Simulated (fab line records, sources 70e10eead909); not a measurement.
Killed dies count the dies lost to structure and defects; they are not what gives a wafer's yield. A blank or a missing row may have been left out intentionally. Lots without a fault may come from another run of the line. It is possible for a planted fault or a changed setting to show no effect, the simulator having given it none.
A lot that was struck, set against a sound lot ; flow nand-harc ; 14 out of 1159 route steps
Sound: the wafers L379.3, L379.4, L379.5. The struck wafers were L400.2, L400.3, L400.5. At the end, the cause is stated.
Each step with rows lists, per side, the tool, then ch with its chambers, then its first start. Under that, the readings that differ: sound wafers ; struck wafers ; difference of the means ; sigmas: that difference in standard deviations of wafers without a fault.
alike: a reading whose means differ by less than 2 such deviations, as well as words and numbers matching on both sides. not compared: withheld readings; readings where some wafer has no value; bounds like >300 that might hide an equal value; numbers whose values overlap and for which the record gives no deviation.
Wherever a step has rows on one side only, a row that says differs or no value, or a row with sigmas, the two part there. Numbers that have no deviation but don't overlap get no sigmas and don't part them. A reading missing from all wafers of one side parts the sides only when that side holds two or more wafers.

NHARC_A_M0_INSPECT_27:
  struck on defect-inspect-01, day 23 17:34; sound on defect-inspect-02, day 18 05:37
  alike: raw-defect-count
NHARC_A_M0_PRE_CLEAN_31: time 12 s.
  sound on pecvd-04 ch 0,1,2, day 18 05:43; struck on pecvd-02 ch 0,2, day 23 17:38
  alike: heater-power-w
NHARC_A_M0_DEP_32: deposits SiCN, target thk 30 nm.
  sound on pecvd-04 ch 0,1,2, day 18 05:51; struck on pecvd-02 ch 0,2, day 23 17:43
  alike: heater-power-w
then, 9 steps without rows for these wafers: NHARC_A_M1_DEP_00 (deposits SiOC, target thk 182.5 nm); NHARC_A_M1_DEHYDRATE_01 (time 120 s); NHARC_A_M1_HMDS_02 (time 30 s); NHARC_A_M1_COAT_34 (time 65 s); NHARC_A_M1_COAT_03 (resist thk 90 nm); NHARC_A_M1_SOFTBAKE_04 (time 55 s); NHARC_A_M1_EBR_05; NHARC_A_M1_EXPOSE_06 (exposes mask A M1, target cd 120 nm); NHARC_A_M1_PEB_07 (peb time 65 s).
NHARC_A_M1_DEVELOP_08: develop time 35 s.
  sound on litho-track-04 ch 0, day 18 06:00; struck on litho-track-04, day 23 18:00
  no value came back on the struck wafers for chill-plate-temp-C (C), develop-time-s (s), exhaust-pa (Pa); on the sound wafers chill-plate-temp-C (C) reads 23.10 23.06 23.03
NHARC_A_M1_CD_MEAS_09 targets a cd of 120 nm.
  sound on cd-sem-03 ch 0, day 18 07:01; struck on cd-sem-03 ch 0, day 23 18:50
reading;sound;struck;difference;sigmas
cd-nm (nm);121.4 120.8 118.6;- - -;no value on the struck wafers;

## WHERE THEY PART
First at NHARC_A_M1_DEVELOP_08; last, within this record, at NHARC_A_M1_CD_MEAS_09.

WHY: what the simulator had put in
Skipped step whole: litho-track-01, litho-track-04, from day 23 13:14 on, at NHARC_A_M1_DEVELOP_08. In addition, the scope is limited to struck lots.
